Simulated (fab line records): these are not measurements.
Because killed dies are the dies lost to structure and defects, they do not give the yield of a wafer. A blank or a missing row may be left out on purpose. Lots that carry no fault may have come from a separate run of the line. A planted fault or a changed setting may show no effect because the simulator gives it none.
fab line records -- flow n5Finfet
record lots=9, wafers=27, lastDay=22
route steps=1938 shown BEOL_M2@926 BEOL_M3@947 BEOL_M4@1111
lots with no fault: from the same line, run without faults
startH: start of the lot's first displayed wafer, in hours after the record's first day -- waitH: hours since the lot's step before -- " same as the row above -- L1.1+2: several wafers, shown together as one row -- - either no value or no given start -- * or withheld: withheld -- < > ~ a bound
route shown NAME@n: NAME is a module with steps in the file, n the number in the route of the first one -- usual: mean and standard deviation over wafers with no fault -- same: alike in all rows -- chamber/n: place in a boat -- sites: each site's reading -- _std_site: the values' standard deviation -- _edge_site: outer sites' mean less inner sites' -- radiusMm: for every site, how far away it sits from the centre of the wafer -- mask NAME#n: copy n -- behind: the most recent tool/chamber to have shaped the wafer -- hold: why the lot was held/for how many hours/how that ended -- device: transistor that didn't switch, given as n, p or np -- end of line: at the end of the route, the tests of the same wafers -- for a step that has no rows: nothing shown but its recipe -- killed: dies that structure and defects cost at the first sort, which is not the same as the wafer's yield -- map: the dies of a wafer, with x for killed, . for not killed, _ for no die there
set.NAME: the setting as run; set.NAME@STEP: as run at that earlier step -- model.NAME: the simulator's own value behind a step, which no gauge read
the route's steps for a sample of lots (tables are steps, rows are wafers)
services: a tool's chamber out of use, with start hour (startH, from the record's first day; less than 0 if before it), hours out, and reason
## steps
# step N5_BEOL_M2_CO_CAP_55
# recipe material=Co, targetThkA=20, tempC=200, precursor=CCTBA/H2, pressureTorr=30, timeS=102.1
# usual heaterPowerW=248/22
# same timeS=102.1
lot.wafer,tool,chamber,startH,waitH,heaterPowerW,sinceWetCleanH
L993.1,cvdCo-02,0,187.79,0.0,266,948
L993.3,cvdCo-02,2,187.79,0.0,271,488
L993.4,cvdCo-02,1,187.79,0.0,219,-
L994.3,cvdCo-02,1,197.95,0.1,224,-
L994.4,cvdCo-02,2,197.95,0.1,271,-
L994.5,cvdCo-02,1,197.95,0.1,220,-
L997.2,cvdCo-02,1,244.48,0.0,225,108
L997.3,cvdCo-02,2,244.48,0.0,277,545
L997.4,cvdCo-02,0,244.48,0.0,260,-
L104.3,cvdCo-01,0,292.28,0.0,254,834
L104.5,cvdCo-01,0,292.28,0.0,254,-
L104.6,cvdCo-01,2,292.28,0.0,246,-
L106.1,cvdCo-02,1,295.26,0.0,225,159
L106.2,cvdCo-02,2,295.26,0.0,274,596
L106.5,cvdCo-02,2,295.26,0.0,272,-
L103.1,cvdCo-02,2,297.09,0.0,275,598
L103.2,cvdCo-02,1,297.09,0.0,222,160
L103.3,cvdCo-02,0,297.09,0.0,278,1057
L108.1,cvdCo-01,0,298.92,0.0,256,840
L108.5,cvdCo-01,1,298.92,0.0,221,-
L108.6,cvdCo-01,0,298.92,0.0,251,-
L109.4,cvdCo-02,2,306.83,0.0,276,-
L109.5,cvdCo-02,1,306.83,0.0,226,-
L109.6,cvdCo-02,0,306.83,0.0,270,-
L996.1,cvdCo-02,1,320.13,0.0,230,183
L996.3,cvdCo-02,0,320.13,0.0,274,1080
L996.6,cvdCo-02,0,320.13,0.0,278,-
# step N5_BEOL_M3_DESCUM_16
# recipe chemistry=O2, timeS=7, sourcePowerW=50, biasPowerW=20, pressureMtorr=20, rfFrequencyHz=2.712e+07, tempC=40, resist=CAR-EUV, o2FlowSccm=225
# usual drypumpMotorCurrentA=5.9/0.36, oesProductAu=0.81/0.08, rfVppV=243.1/1.3, showerheadPlenumPTorr=2.08/0.067, throttleValvePct=20.40/0.15
# same timeS=7
lot.wafer,tool,chamber,startH,waitH,drypumpMotorCurrentA,oesProductAu,rfHoursCounterH,rfVppV,showerheadPlenumPTorr,throttleValvePct
L993.1,rieDiel-06,2,188.84,0.0,5.5,0.80,109,243.2,2.11,20.36
L993.3,rieDiel-06,0,188.84,0.0,6.5,0.76,147,245.1,2.19,20.43
L993.4,rieDiel-06,1,188.84,0.0,6.3,0.95,14,242.7,2.05,20.43
L994.3,rieDiel-01,0,199.53,0.2,5.4,0.92,17,241.8,2.05,20.38
L994.4,rieDiel-01,3,199.53,0.2,6.1,0.90,35,244.3,2.14,20.30
L994.5,rieDiel-01,3,199.53,0.2,6.1,0.90,-,244.3,2.14,20.31
L997.2,rieDiel-01,2,245.55,0.1,5.7,0.81,92,243.3,2.11,20.66
L997.3,rieDiel-01,3,245.55,0.1,6.0,0.88,49,244.2,2.13,20.31
L997.4,rieDiel-01,2,245.55,0.1,5.7,0.81,-,243.9,2.11,20.65
L104.3,rieDiel-03,3,294.99,0.0,6.2,0.78,126,242.9,2.01,20.25
L104.5,rieDiel-03,0,294.99,0.0,6.0,0.83,-,242.4,2.05,20.66
L104.6,rieDiel-03,2,294.99,0.0,5.9,0.79,-,242.9,2.11,20.40
L106.1,rieDiel-03,0,296.26,0.0,6.0,0.84,70,241.6,2.05,20.67
L106.2,rieDiel-03,2,296.26,0.0,5.9,0.80,83,242.2,2.11,20.40
L106.5,rieDiel-03,0,296.26,0.0,6.0,0.83,-,243.6,2.05,20.65
L103.1,rieDiel-01,0,298.30,0.0,5.4,0.87,46,242.1,2.04,20.43
L103.2,rieDiel-01,1,298.30,0.0,5.6,0.93,13,245.7,2.23,20.39
L103.3,rieDiel-01,3,298.30,0.0,6.1,0.85,63,243.1,2.13,20.35
L108.1,rieDiel-03,3,300.43,0.0,6.2,0.78,128,241.9,2.01,20.23
L108.5,rieDiel-03,3,300.43,0.0,6.2,0.78,-,243.6,2.01,20.24
L108.6,rieDiel-03,0,300.43,0.0,6.0,0.83,-,241.7,2.05,20.67
L109.4,rieDiel-01,2,307.96,0.0,5.7,0.79,104,242.0,2.11,20.67
L109.5,rieDiel-01,1,307.96,0.0,5.6,0.93,-,245.0,2.23,20.38
L109.6,rieDiel-01,2,307.96,0.0,5.7,0.78,-,242.7,2.11,20.69
L996.1,rieDiel-03,0,323.91,0.0,6.0,0.82,83,242.0,2.04,20.67
L996.3,rieDiel-03,1,323.91,0.0,5.1,0.98,2,243.9,2.14,19.90
L996.6,rieDiel-03,1,323.91,0.0,5.2,0.98,-,243.8,2.14,19.91
# step N5_BEOL_M3_ETCH_74
# recipe chemistry=N2/H2, target=underlayer, targetDepthA=65, maskMaterial=CAR-EUV, timeS=5.2, ionEnergyEv=200, pressureMtorr=30, sourceW=840, biasW=150, n2FlowSccm=200, h2FlowSccm=200, ends=cleared
# usual drypumpMotorCurrentA=5.9/0.36, etchRfOnTimeS=5.20/0.067, oesProductAu=0.69/0.068, rfVppV=523.6/2.5, showerheadPlenumPTorr=2.53/0.08, throttleValvePct=17.82/0.15
lot.wafer,tool,chamber,startH,waitH,drypumpMotorCurrentA,etchRfOnTimeS,oesProductAu,rfHoursCounterH,rfVppV,showerheadPlenumPTorr,throttleValvePct
L993.1,rieDiel-06,2,188.87,0.0,5.5,5.23,0.68,109,525.3,2.57,17.72
L993.3,rieDiel-06,0,188.87,0.0,6.5,5.33,0.66,147,526.1,2.65,17.87
L993.4,rieDiel-06,1,188.87,0.0,6.3,5.21,0.80,14,524.3,2.50,17.84
L994.3,rieDiel-01,0,199.56,0.0,5.4,5.13,0.78,17,522.3,2.49,17.77
L994.4,rieDiel-01,3,199.56,0.0,6.1,5.04,0.76,35,524.2,2.60,17.69
L994.5,rieDiel-01,3,199.56,0.0,6.0,5.05,0.77,-,525.4,2.60,17.66
L997.2,rieDiel-01,2,245.59,0.0,5.7,5.24,0.68,92,525.3,2.57,18.09
L997.3,rieDiel-01,3,245.59,0.0,6.1,5.04,0.75,49,524.7,2.59,17.71
L997.4,rieDiel-01,2,245.59,0.0,5.7,5.15,0.69,-,524.8,2.57,18.11
L104.3,rieDiel-03,3,295.02,0.0,6.2,5.20,0.67,126,522.6,2.44,17.64
L104.5,rieDiel-03,0,295.02,0.0,6.0,5.15,0.71,-,522.0,2.47,17.97
L104.6,rieDiel-03,2,295.02,0.0,5.9,5.15,0.69,-,523.9,2.58,17.89
L106.1,rieDiel-03,0,296.29,0.0,6.0,5.14,0.71,70,522.2,2.47,17.94
L106.2,rieDiel-03,2,296.29,0.0,5.9,5.17,0.68,83,525.0,2.58,17.88
L106.5,rieDiel-03,0,296.29,0.0,6.0,5.21,0.72,-,519.9,2.47,17.94
L103.1,rieDiel-01,0,298.33,0.0,5.4,5.12,0.73,46,525.0,2.48,17.83
L103.2,rieDiel-01,1,298.33,0.0,5.6,5.26,0.80,13,526.1,2.71,17.85
L103.3,rieDiel-01,3,298.33,0.0,6.0,5.09,0.72,63,524.8,2.59,17.74
L108.1,rieDiel-03,3,300.47,0.0,6.2,5.21,0.66,128,521.7,2.44,17.63
L108.5,rieDiel-03,3,300.47,0.0,6.2,5.23,0.66,-,520.2,2.44,17.62
L108.6,rieDiel-03,0,300.47,0.0,6.0,5.25,0.70,-,520.3,2.47,17.96
L109.4,rieDiel-01,2,308.00,0.0,5.7,5.27,0.67,104,524.5,2.56,18.13
L109.5,rieDiel-01,1,308.00,0.0,5.6,5.22,0.78,-,529.7,2.71,17.88
L109.6,rieDiel-01,2,308.00,0.0,5.7,5.31,0.67,-,524.0,2.56,18.12
L996.1,rieDiel-03,0,323.94,0.0,6.0,5.15,0.71,83,523.1,2.47,17.98
L996.3,rieDiel-03,1,323.94,0.0,5.2,5.20,0.84,2,524.2,2.60,17.34
L996.6,rieDiel-03,1,323.94,0.0,5.2,5.27,0.84,-,526.5,2.60,17.36
# step N5_BEOL_M3_STRIP_66
# recipe chemistry=CF4, resist=SiARC, powerW=300, biasPowerW=75, pressureMtorr=50, cf4FlowSccm=150, rfFrequencyHz=6e+07
# usual biasPowerW=74.99/0.21, cf4FlowSccm=150.0/0.44, drypumpMotorCurrentA=5.9/0.36, oesProductAu=0.80/0.075, rfVppV=271.0/1.3, showerheadPlenumPTorr=1.79/0.052, throttleValvePct=13.53/0.13
lot.wafer,tool,chamber,startH,waitH,biasPowerW,cf4FlowSccm,drypumpMotorCurrentA,oesProductAu,rfHoursCounterH,rfVppV,showerheadPlenumPTorr,throttleValvePct
L993.1,rieDiel-06,2,189.04,0.0,74.90,150.2,5.5,0.79,109,271.5,1.80,13.45
L993.3,rieDiel-06,0,189.04,0.0,75.33,151.0,6.5,0.77,147,271.6,1.86,13.52
L993.4,rieDiel-06,1,189.04,0.0,74.70,149.6,6.2,0.93,14,270.0,1.77,13.52
L994.3,rieDiel-01,0,199.73,0.0,74.75,150.1,5.4,0.90,17,270.2,1.76,13.42
L994.4,rieDiel-01,3,199.73,0.0,74.77,149.5,6.1,0.88,35,271.8,1.83,13.35
L994.5,rieDiel-01,3,199.73,0.0,74.98,149.0,6.1,0.88,-,271.5,1.83,13.37
L997.2,rieDiel-01,2,245.76,0.0,74.85,149.9,5.7,0.79,92,271.9,1.82,13.80
L997.3,rieDiel-01,3,245.76,0.0,75.14,150.2,6.1,0.85,50,270.7,1.82,13.39
L997.4,rieDiel-01,2,245.76,0.0,75.49,149.4,5.7,0.79,-,270.9,1.82,13.79
L104.3,rieDiel-03,3,295.20,0.0,75.01,149.9,6.2,0.78,126,269.9,1.73,13.46
L104.5,rieDiel-03,0,295.20,0.0,75.21,150.1,6.0,0.83,-,268.4,1.75,13.66
L104.6,rieDiel-03,2,295.20,0.0,75.38,149.4,5.9,0.79,-,270.7,1.82,13.54
L106.1,rieDiel-03,0,296.46,0.0,-,-,-,-,-,-,-,-
L106.2,rieDiel-03,2,296.46,0.0,-,-,-,-,-,-,-,-
L106.5,rieDiel-03,0,296.46,0.0,-,-,-,-,-,-,-,-
L103.1,rieDiel-01,0,298.50,0.0,-,-,-,-,-,-,-,-
L103.2,rieDiel-01,1,298.50,0.0,-,-,-,-,-,-,-,-
L103.3,rieDiel-01,3,298.50,0.0,-,-,-,-,-,-,-,-
L108.1,rieDiel-03,3,300.64,0.0,74.92,149.7,6.2,0.78,128,270.3,1.73,13.49
L108.5,rieDiel-03,3,300.64,0.0,74.86,149.8,6.2,0.77,-,272.1,1.73,13.48
L108.6,rieDiel-03,0,300.64,0.0,74.93,149.6,6.0,0.83,-,270.5,1.75,13.65
L109.4,rieDiel-01,2,308.17,0.0,74.81,150.6,5.7,0.77,105,272.9,1.81,13.81
L109.5,rieDiel-01,1,308.17,0.0,75.16,150.6,5.6,0.91,-,272.4,1.90,13.40
L109.6,rieDiel-01,2,308.17,0.0,74.63,150.4,5.7,0.78,-,271.1,1.81,13.83
L996.1,rieDiel-03,0,324.12,0.0,74.85,150.5,6.0,0.81,83,269.1,1.74,13.70
L996.3,rieDiel-03,1,324.12,0.0,74.98,150.6,5.2,0.97,2,274.0,1.84,13.04
L996.6,rieDiel-03,1,324.12,0.0,75.11,149.7,5.2,0.97,-,270.8,1.84,13.05
# step N5_BEOL_M4_RC_MEAS_101
# usual DIBL_N=36.3/1.1, DIBL_P=36.3/1.4, IOFF_N=0.155/0.019, IOFF_P=0.211/0.027, ION_N=672/8.5, ION_P=462/5.8, SS_N=71.5/0.56, SS_P=73.3/0.52, VT_N=249.9/2.5, VT_P=-249.8/2.8
lot.wafer,tool,chamber,startH,waitH,DIBL_N[mV/V],DIBL_P[mV/V],IOFF_N[nA/um],IOFF_P[nA/um],ION_N[uA/um],ION_P[uA/um],SS_N[mV/dec],SS_P[mV/dec],VT_N[mV],VT_P[mV]
L993.1,prober-01,0,250.22,0.0,36.3,36.4,0.166,0.199,684,462,71.2,73.6,248.7,-252.6
L993.3,prober-01,0,250.22,0.0,34.8,33.7,0.135,0.167,677,463,71.3,72.6,252.9,-251.8
L993.4,prober-01,0,250.22,0.0,36.3,35.6,0.171,0.199,691,465,71.8,73.6,248.2,-250.2
L994.3,prober-01,0,257.20,0.3,38.0,36.8,0.165,0.207,667,454,71.7,73.4,248.1,-253.2
L994.4,prober-01,0,257.20,0.3,37.0,36.1,0.151,0.196,676,456,70.8,72.4,249.1,-252.9
L994.5,prober-01,0,257.20,0.3,37.8,36.5,0.166,0.200,680,455,71.3,73.5,249.3,-253.1
L997.2,prober-02,0,311.20,0.2,35.9,36.0,0.138,0.162,662,451,71.5,73.4,250.9,-255.3
L997.3,prober-02,0,311.20,0.2,35.7,35.8,0.138,0.165,671,455,71.1,72.9,253.8,-253.9
L997.4,prober-02,0,311.20,0.2,35.2,35.6,0.128,0.158,668,456,70.8,72.3,255.3,-256.4
L104.3,prober-01,0,351.59,0.3,35.4,36.2,0.143,0.196,665,461,71.9,73.2,253.8,-252.5
L104.5,prober-01,0,351.59,0.3,35.7,37.6,0.146,0.219,669,463,71.4,73.5,252.3,-248.9
L104.6,prober-01,0,351.59,0.3,34.8,35.6,0.134,0.186,658,454,72.3,73.0,252.1,-251.9
L109.4,prober-01,0,368.66,0.5,34.9,37.6,0.168,0.241,668,470,70.4,73.3,247.3,-247.3
L109.5,prober-01,0,368.66,0.5,34.3,36.8,0.150,0.235,673,472,71.7,73.1,249.5,-244.4
L109.6,prober-01,0,368.66,0.5,34.9,36.6,0.157,0.232,665,465,71.8,72.6,251.7,-248.7
L106.1,prober-02,0,385.35,0.0,38.3,37.3,0.176,0.236,677,462,71.2,73.9,245.9,-248.3
L106.2,prober-02,0,385.35,0.0,37.5,35.8,0.154,0.206,680,465,71.6,73.1,252.5,-249.6
L106.5,prober-02,0,385.35,0.0,36.9,35.6,0.149,0.204,669,457,71.5,73.6,250.5,-249.6
L108.1,prober-02,0,390.06,0.0,36.5,36.4,0.150,0.210,676,466,71.5,72.9,250.0,-250.0
L108.5,prober-02,0,390.06,0.0,40.0,40.9,0.228,0.301,699,479,72.5,74.0,242.9,-244.8
L108.6,prober-02,0,390.06,0.0,37.1,37.2,0.171,0.236,677,471,71.1,73.1,246.3,-247.0
L103.1,prober-01,0,391.32,0.0,35.9,36.9,0.156,0.221,670,460,70.8,73.5,250.6,-248.0
L103.2,prober-01,0,391.32,0.0,34.9,36.0,0.146,0.203,679,467,71.2,73.0,247.6,-249.4
L103.3,prober-01,0,391.32,0.0,35.3,36.3,0.161,0.217,665,463,71.5,72.8,248.6,-246.2
L996.1,prober-02,0,399.64,0.0,35.6,35.6,0.134,0.184,670,460,71.4,73.3,250.1,-253.3
L996.3,prober-02,0,399.64,0.0,35.7,36.2,0.138,0.190,664,463,71.3,72.7,251.8,-253.4
L996.6,prober-02,0,399.64,0.0,36.2,36.6,0.144,0.195,668,461,71.4,73.2,250.7,-251.7
## services
tool,chamber,startH,hours,kind
cvdCo-01,-,167.18,8.9,repair
rieDiel-01,0,189.86,5.1,repair
rieDiel-01,2,208.89,1.8,repair
cvdCo-02,2,218.39,6.0,repair
rieDiel-01,-,225.35,2.8,pm
rieDiel-01,1,228.66,-,clean
rieDiel-01,1,228.66,-,consumableReplace:focusRing
rieDiel-01,1,228.66,-,consumableReplace:showerhead
rieDiel-01,1,228.66,18.6,scheduledDown
rieDiel-01,1,228.66,18.6,ventCycle
cvdCo-02,2,254.09,5.8,repair
rieDiel-01,2,254.21,11.8,repair
cvdCo-02,-,264.61,6.9,pm
rieDiel-06,3,270.58,2.7,repair
rieDiel-03,1,291.71,-,clean
rieDiel-03,1,291.71,-,consumableReplace:focusRing
rieDiel-03,1,291.71,26.1,scheduledDown
rieDiel-03,1,291.71,26.1,ventCycle
rieDiel-06,3,293.02,-,clean
rieDiel-06,3,293.02,-,consumableReplace:focusRing
rieDiel-06,3,293.02,-,consumableReplace:showerhead
rieDiel-06,3,293.02,24.9,scheduledDown
rieDiel-06,3,293.02,24.9,ventCycle
rieDiel-01,0,323.77,1.3,repair
## key
firstSign step=N5_BEOL_M3_STRIP_66, reading=toolRecord, direction=missing
effect none on later readings
metAt N5_BEOL_M3_STRIP_66
struckLots L103,L106
notActingAt N5_BEOL_M2_CO_CAP_55,N5_BEOL_M3_DESCUM_16,N5_BEOL_M3_ETCH_74
onsetBetween 295.20 296.46
fault kind=skippedStepWhole, tool=rieDiel-01,rieDiel-03, chamber=-, onsetH=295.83, steps=N5_BEOL_M3_STRIP_66, scope=struckLotsOnly
